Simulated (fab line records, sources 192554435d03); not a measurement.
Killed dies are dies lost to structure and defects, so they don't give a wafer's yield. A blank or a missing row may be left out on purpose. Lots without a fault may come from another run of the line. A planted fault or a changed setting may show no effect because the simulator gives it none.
Split-lot experiment | flow n5_finfet | 7 lots, 21 wafers read, on a route of 1938 steps

THE SPLIT
At N5_ZERO_LAYER_COAT_05 (resist thk 1000 nm), the setting spin_rpm was moved away from the recipe's 1500 rpm on 6 of the 21 wafers read, by -3.5% to +7.4%. The other wafers ran this setting at the recipe's value.

The reading is taken at the split's own step.

THE READING
coat_of_ZERO_LAYER_COAT_05.thk_nm (the simulator's own value, which no gauge read), in nm, at N5_ZERO_LAYER_COAT_05 (resist thk 1000 nm). The file gives no usual value for it. The 15 wafers here that ran the recipe average 999.4 nm, standard deviation 2 nm.

wafer  | tool, chamber at the split | spin_rpm as run, rpm | against the recipe | coat_of_ZERO_LAYER_COAT_05.thk_nm, nm | against lot-mates on the recipe
L076.1 | litho_track-01, 0          | 1500                 | recipe             | 1000                                  | -
L076.4 | litho_track-01, 0          | 1611                 | +7.4%              | 966.2                                 | -33.7
L076.5 | litho_track-01, 0          | 1500                 | recipe             | 999.8                                 | -
L084.1 | litho_track-03, 0          | 1447                 | -3.5%              | 1015                                  | +19.6
L084.4 | litho_track-03, 0          | 1500                 | recipe             | 995.4                                 | -
L084.5 | litho_track-03, 0          | 1447                 | -3.5%              | 1013                                  | +17.6
L085.1 | litho_track-02, 0          | 1500                 | recipe             | 1001                                  | -
L085.3 | litho_track-02, 0          | 1500                 | recipe             | 999.4                                 | -
L085.5 | litho_track-02, 0          | 1500                 | recipe             | 999.5                                 | -
L086.2 | litho_track-03, 0          | 1500                 | recipe             | 998.5                                 | -
L086.4 | litho_track-03, 0          | 1500                 | recipe             | 1002                                  | -
L086.5 | litho_track-03, 0          | 1500                 | recipe             | 994.9                                 | -
L088.1 | litho_track-03, 0          | 1586                 | +5.7%              | 978.1                                 | -23.9
L088.4 | litho_track-03, 0          | 1500                 | recipe             | 1002                                  | -
L088.6 | litho_track-03, 0          | 1586                 | +5.7%              | 972.3                                 | -29.7
L089.2 | litho_track-02, 0          | 1500                 | recipe             | 997.6                                 | -
L089.3 | litho_track-02, 0          | 1500                 | recipe             | 1001                                  | -
L089.6 | litho_track-02, 0          | 1500                 | recipe             | 1000                                  | -
L091.1 | litho_track-01, 0          | 1607                 | +7.1%              | 964.6                                 | -35.5
L091.4 | litho_track-01, 0          | 1500                 | recipe             | 999.2                                 | -
L091.6 | litho_track-01, 0          | 1500                 | recipe             | 1001                                  | -

THE FIT
A straight line over all 21 wafers: coat_of_ZERO_LAYER_COAT_05.thk_nm changes by -4.44 nm for each +1% of spin_rpm; r = -0.99; the points scatter about the line by 2.3 nm.
The same after taking each lot's own level away (the mean of its wafers on the recipe; 21 wafers): -4.82 nm for each +1%; r = -0.99; scatter 1.8 nm.
On that fit, the largest move of spin_rpm shifts the reading by 36 nm.
The lots' own levels span 995.40 to 1002.00 nm, that is 3.2 times the standard deviation above.
So the lot-to-lot level changes the slope little: the two slopes agree.
Check: with one of the wafers moved furthest among these (+7.4%) left out of the fit, the line predicts -36.1 nm for it against its lot-mates. It came out at -33.7 nm against them.

OTHER SPLITS ON THESE WAFERS
These wafers also went through other splits before the reading. Each is held against what the fit with the lots' levels taken away leaves over:
other split on the same wafers | wafers away from the commonest value | r with coat_of_ZERO_LAYER_COAT_05.thk_nm (lot level and that fit taken away)
N5_ZERO_LAYER_PECVD_02 time_s  | 11                                   | -0.07

THE WHOLE CHAIN: every reading that the file lists as answering this split, in the file's order
step                   | what it does       | reading                                                                            | change (the file's fit)              | r (the file's)
N5_ZERO_LAYER_COAT_05  | resist thk 1000 nm | coat_of_ZERO_LAYER_COAT_05.thk_nm (the simulator's own value, which no gauge read) | -4.78 nm for each +1% of the setting | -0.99
N5_ZERO_LAYER_STRIP_24 | strips in O2       | strip_time_to_endpoint_s                                                           | withheld for each +1% of the setting | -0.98

THE FILE'S OWN FIT
coat_of_ZERO_LAYER_COAT_05.thk_nm changes by -4.78 nm for each +1% of spin_rpm, r = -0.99.
